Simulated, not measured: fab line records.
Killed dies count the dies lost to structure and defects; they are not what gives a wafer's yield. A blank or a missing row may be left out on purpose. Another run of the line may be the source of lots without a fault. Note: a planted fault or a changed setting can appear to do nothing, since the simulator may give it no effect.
The tool behind it: which one? -- flow n5_finfet -- 8 lots, 22 wafers sampled, at 7 steps of a route of 1938

WHAT THE GAUGES READ, wafer by wafer
N5_BEOL_M0_CUTY_INSPECT_59: inspects for defects (macro). Usual: raw_defect_count 2.1, standard deviation 1.3.
lot,measured,on,raw_defect_count,flag
L922,day 6 19:28,defect_inspect-02,1 5 1,
L924,day 7 07:08,defect_inspect-01,2 3 4,
L926,day 7 15:36,defect_inspect-01,3 1,
L932,day 9 08:49,defect_inspect-01,0 4 1,
L934,day 10 00:33,defect_inspect-01,2 1 3,
L936,day 10 11:38,defect_inspect-02,3 3,
L938,day 10 17:32,defect_inspect-01,3 3 5,
L940,day 11 09:50,defect_inspect-01,2 3 1,

N5_BEOL_M0_RS_MEAS_126: uses a four-point probe to measure. Usual: for M0_RS the level is 0.538 ohm/sq and the standard deviation is 0.02.
lot,measured,on,M0_RS (ohm/sq),flag
L922,day 7 02:21,film_metro-02,0.568 0.555 0.542,
L924,day 7 12:14,film_metro-02,0.597 0.544 0.568,
L926,day 7 21:04,film_metro-01,0.528 0.536,
L932,day 9 16:50,film_metro-02,0.513 0.577 0.629,
L934,day 10 06:18,film_metro-01,0.544 0.545 0.535,
L936,day 10 19:58,film_metro-02,0.538 0.570,
L938,day 10 21:56,film_metro-01,0.534 0.515 0.548,
L940,day 11 16:41,film_metro-02,0.554 0.550 0.529,

N5_BEOL_M4_RC_MEAS_101. Usual: DIBL_N 36.1 mV/V, standard deviation 2; DIBL_P 36.3 mV/V, standard deviation 2.4; IOFF_N 0.15 nA/um, standard deviation 0.035; IOFF_P 0.21 nA/um, standard deviation 0.039; ION_N 672 uA/um, standard deviation 15; ION_P 463 uA/um, standard deviation 9.7; SS_N 71.5 mV/dec, standard deviation 0.7; SS_P 73.2 mV/dec, standard deviation 0.75; VT_N 251 mV, standard deviation 3.6; VT_P -250 mV, standard deviation 3.8.
lot,measured,on,DIBL_N (mV/V),DIBL_P (mV/V),IOFF_N (nA/um),IOFF_P (nA/um),ION_N (uA/um),ION_P (uA/um),SS_N (mV/dec),SS_P (mV/dec),VT_N (mV),VT_P (mV),flag
L922,day 9 04:03,prober-01,34.1 37.2 35.7,36.1 39.6 36.1,0.14 0.17 0.15,0.20 0.26 0.19,670 664 660,461 463 458,71.1 71.7 72.0,72.7 73.7 72.8,248 250 251,-250 -250 -252,
L924,day 9 14:43,prober-02,39.7 37.9 37.7,39.7 38.4 38.9,0.20 0.16 0.17,0.22 0.20 0.20,671 676 669,456 462 453,72.8 72.7 72.5,74.2 73.3 73.7,247 250 249,-252 -257 -253,
L926,day 9 22:42,prober-02,35.3 35.2,35.3 34.5,0.12 0.12,0.18 0.16,657 653,461 458,71.7 71.4,73.2 73.0,255 254,-255 -257,
L932,day 11 12:26,prober-02,37.0 34.1 35.9,37.2 33.6 35.8,0.17 0.12 0.15,0.24 0.17 0.21,696 655 687,474 457 474,71.3 70.9 70.9,72.7 72.2 73.0,247 253 252,-248 -253 -252,
L934,day 12 12:00,prober-02,33.3 38.0 34.9,33.1 38.7 33.5,0.13 0.20 0.13,0.18 0.27 0.17,667 680 664,452 462 451,70.4 72.8 72.6,72.3 73.7 73.3,250 247 253,-254 -248 -250,
L936,day 12 20:33,prober-02,40.0 42.3,41.2 42.9,0.21 0.26,0.27 0.31,683 692,461 468,72.2 73.1,74.7 75.0,249 243,-249 -245,
L938,day 12 23:37,prober-02,36.1 34.5 33.7,38.5 35.5 33.6,0.17 0.14 0.12,0.24 0.20 0.17,673 666 662,474 462 456,71.7 72.0 71.0,74.1 73.4 72.7,250 250 252,-250 -251 -255,
L940,day 13 23:06,prober-01,36.3 39.6 36.0,35.1 39.1 34.1,0.13 0.19 0.12,0.21 0.27 0.19,647 680 656,451 464 458,71.1 72.3 71.3,72.2 73.1 72.6,254 246 256,-247 -248 -253,

WHICH TOOL RAN EACH LOT (tool, then ch and the chambers of the sampled wafers, then the start)
lot,N5_BEOL_M0_SAQP_PECVD_00,N5_BEOL_M0_STRIP_140,N5_BEOL_M0_STRIP_104,N5_BEOL_M0_ETCH_109
L922,"pecvd-03 ch 1,2, day 6 12:50","rie_diel-01 ch 1,2,3, day 6 21:07","rie_diel-01 ch 1,2,3, day 6 21:08","rie_diel-05 ch 0,1,2, day 6 22:17"
L924,"pecvd-02 ch 0,1,2, day 6 22:59","rie_diel-04 ch 1,2,3, day 7 08:21","rie_diel-04 ch 1,2,3, day 7 08:22","rie_diel-05 ch 0,1,3, day 7 09:04"
L926,"pecvd-03 ch 0,2, day 7 08:16","rie_diel-01 ch 1,3, day 7 18:19","rie_diel-01 ch 1,3, day 7 18:20","rie_diel-04 ch 1,2, day 7 18:43"
L932,"pecvd-03 ch 0,1,2, day 9 00:11","rie_diel-04 ch 2,3, day 9 10:02","rie_diel-04 ch 2,3, day 9 10:04","rie_diel-05 ch 2,3, day 9 10:41"
L934,"pecvd-01 ch 1,2, day 9 17:55","rie_diel-01 ch 0,1,3, day 10 01:17","rie_diel-01 ch 0,1,3, day 10 01:19","rie_diel-05 ch 0,1, day 10 01:53"
L936,"pecvd-02 ch 0,1, day 10 04:15","rie_diel-05 ch 1, day 10 15:38","rie_diel-05 ch 1, day 10 15:40","rie_diel-01 ch 2, day 10 16:20"
L938,"pecvd-01 ch 0,1,2, day 10 11:34","rie_diel-05 ch 1,2, day 10 18:31","rie_diel-05 ch 1,2, day 10 18:32","rie_diel-04 ch 0,3, day 10 19:07"
L940,"pecvd-02 ch 0,2, day 11 03:04","rie_diel-05 ch 1,2, day 11 11:10","rie_diel-05 ch 1,2, day 11 11:11","rie_diel-05 ch 1,3, day 11 11:44"
- N5_BEOL_M0_SAQP_PECVD_00: deposits SiCN from 3MS/NH3, target thk 8 nm, time 14 s.
- N5_BEOL_M0_STRIP_140: strips in CF4.
- N5_BEOL_M0_STRIP_104: strips in N2/H2.
- N5_BEOL_M0_ETCH_109: etches SiCN in CH3F/O2, target depth 8 nm, overetch 2.4 nm, time 27.4 s.

AS READ BY THE TOOLS THEMSELVES (means over the sampled wafers that have a number; for cases with no such wafer, the mark the record gives instead)
N5_BEOL_M0_SAQP_PECVD_00. Usual: rf_fwd_power_W 198.8 W, standard deviation 0.93; showerhead_plenum_p_Torr 3.665 Torr, standard deviation 0.014; throttle_valve_pct 9.0 %, standard deviation 0.46.
lot,tool,rf_fwd_power_W (W),showerhead_plenum_p_Torr (Torr),throttle_valve_pct (%),flag
L922,pecvd-03,197.9,3.673,9.0,
L924,pecvd-02,198.5,3.657,9.2,
L926,pecvd-03,199.0,3.670,9.3,
L932,pecvd-03,197.4,3.665,9.3,
L934,pecvd-01,199.4,3.668,8.9,
L936,pecvd-02,199.2,3.672,9.2,
L938,pecvd-01,198.7,3.669,8.8,
L940,pecvd-02,199.0,3.656,8.6,

N5_BEOL_M0_STRIP_140. Usual: bias_power_w 74.99 W, standard deviation 0.22; drypump_motor_current_A 5.5 A, standard deviation 0.36; oes_product_au 0.75 a.u., standard deviation 0.079; rf_fwd_power_W 292.7 W, standard deviation 0.8; rf_vpp_V 270.8 V, standard deviation 1.9; showerhead_plenum_p_Torr 1.77 Torr, standard deviation 0.07; throttle_valve_pct 13.6 %, standard deviation 0.31.
lot,tool,bias_power_w (W),drypump_motor_current_A (A),oes_product_au (a.u.),rf_fwd_power_W (W),rf_vpp_V (V),showerhead_plenum_p_Torr (Torr),throttle_valve_pct (%),flag
L922,rie_diel-01,74.92,5.5,0.77,293.8,272.2,1.81,13.6,
L924,rie_diel-04,74.95,5.4,0.69,292.1,270.6,1.78,13.8,
L926,rie_diel-01,75.01,5.6,0.72,292.8,271.0,1.81,13.6,
L932,rie_diel-04,74.95,5.4,0.76,292.4,272.3,1.83,13.7,
L934,rie_diel-01,75.14,5.7,0.77,292.7,271.7,1.79,13.6,
L936,rie_diel-05,74.79,5.6,0.78,292.4,268.8,1.73,13.3,
L938,rie_diel-05,74.91,5.6,0.77,293.3,269.8,1.71,13.5,
L940,rie_diel-05,75.14,5.7,0.75,293.1,268.9,1.68,13.8,

N5_BEOL_M0_STRIP_104. Usual: bias_power_w 6.999 W, standard deviation 0.02; drypump_motor_current_A 5.5 A, standard deviation 0.36; oes_product_au 0.76 a.u., standard deviation 0.082; rf_vpp_V 59.0 V, standard deviation 1.7; showerhead_plenum_p_Torr 2.51 Torr, standard deviation 0.1; throttle_valve_pct 23.7 %, standard deviation 0.36.
lot,tool,bias_power_w (W),drypump_motor_current_A (A),oes_product_au (a.u.),rf_vpp_V (V),showerhead_plenum_p_Torr (Torr),throttle_valve_pct (%),flag
L922,rie_diel-01,6.992,5.5,0.78,59.1,2.58,23.5,
L924,rie_diel-04,6.989,5.5,0.70,61.0,2.54,23.7,
L926,rie_diel-01,6.989,5.6,0.74,57.8,2.58,23.8,
L932,rie_diel-04,7.013,5.5,0.77,58.5,2.59,23.5,
L934,rie_diel-01,7.011,5.7,0.78,58.9,2.54,23.6,
L936,rie_diel-05,7.014,5.6,0.78,58.5,2.46,23.5,
L938,rie_diel-05,6.992,5.6,0.76,57.8,2.42,23.8,
L940,rie_diel-05,6.992,5.7,0.76,59.7,2.38,24.1,

N5_BEOL_M0_ETCH_109. Usual: drypump_motor_current_A 5.5 A, standard deviation 0.37; oes_product_au 0.67 a.u., standard deviation 0.075; rf_fwd_power_W 392.9 W, standard deviation 1.3; rf_vpp_V 297.0 V, standard deviation 1.8; showerhead_plenum_p_Torr 1.99 Torr, standard deviation 0.082; throttle_valve_pct 16.36 %, standard deviation 0.25.
lot,tool,drypump_motor_current_A (A),oes_product_au (a.u.),rf_fwd_power_W (W),rf_vpp_V (V),showerhead_plenum_p_Torr (Torr),throttle_valve_pct (%),flag
L922,rie_diel-05,5.4,0.65,393.9,295.6,1.90,16.38,
L924,rie_diel-05,5.2,0.63,392.0,296.0,1.96,16.27,
L926,rie_diel-04,5.7,0.60,392.9,297.6,1.98,16.65,
L932,rie_diel-05,5.5,0.53,393.5,295.5,1.91,16.61,
L934,rie_diel-05,5.4,0.65,391.9,296.0,1.93,16.23,
L936,rie_diel-01,5.4,0.69,392.8,298.0,2.03,16.25,
L938,rie_diel-04,5.7,0.75,391.6,298.6,2.05,16.03,
L940,rie_diel-05,5.2,0.61,392.6,296.9,2.01,16.33,

THE ANSWER, worked out from the rows above alone
Rule: lot off if the mean of its wafers having a number is beyond 3 standard deviations from the usual mean. A lot without any number at a reading at which 4 lots or more have one is off too. The other lots that the step has rows for count as sound. After the gauges, taken in route order, come the tools' own readings; for these a lot's mean is taken, as printed above. The first step at which some lot is off is used, and at that step the reading that is off furthest; a lot without a number counts as furthest.
Nothing can be told from this: no lot is off at any reading shown.

WHAT WAS PUT IN BY THE SIMULATOR
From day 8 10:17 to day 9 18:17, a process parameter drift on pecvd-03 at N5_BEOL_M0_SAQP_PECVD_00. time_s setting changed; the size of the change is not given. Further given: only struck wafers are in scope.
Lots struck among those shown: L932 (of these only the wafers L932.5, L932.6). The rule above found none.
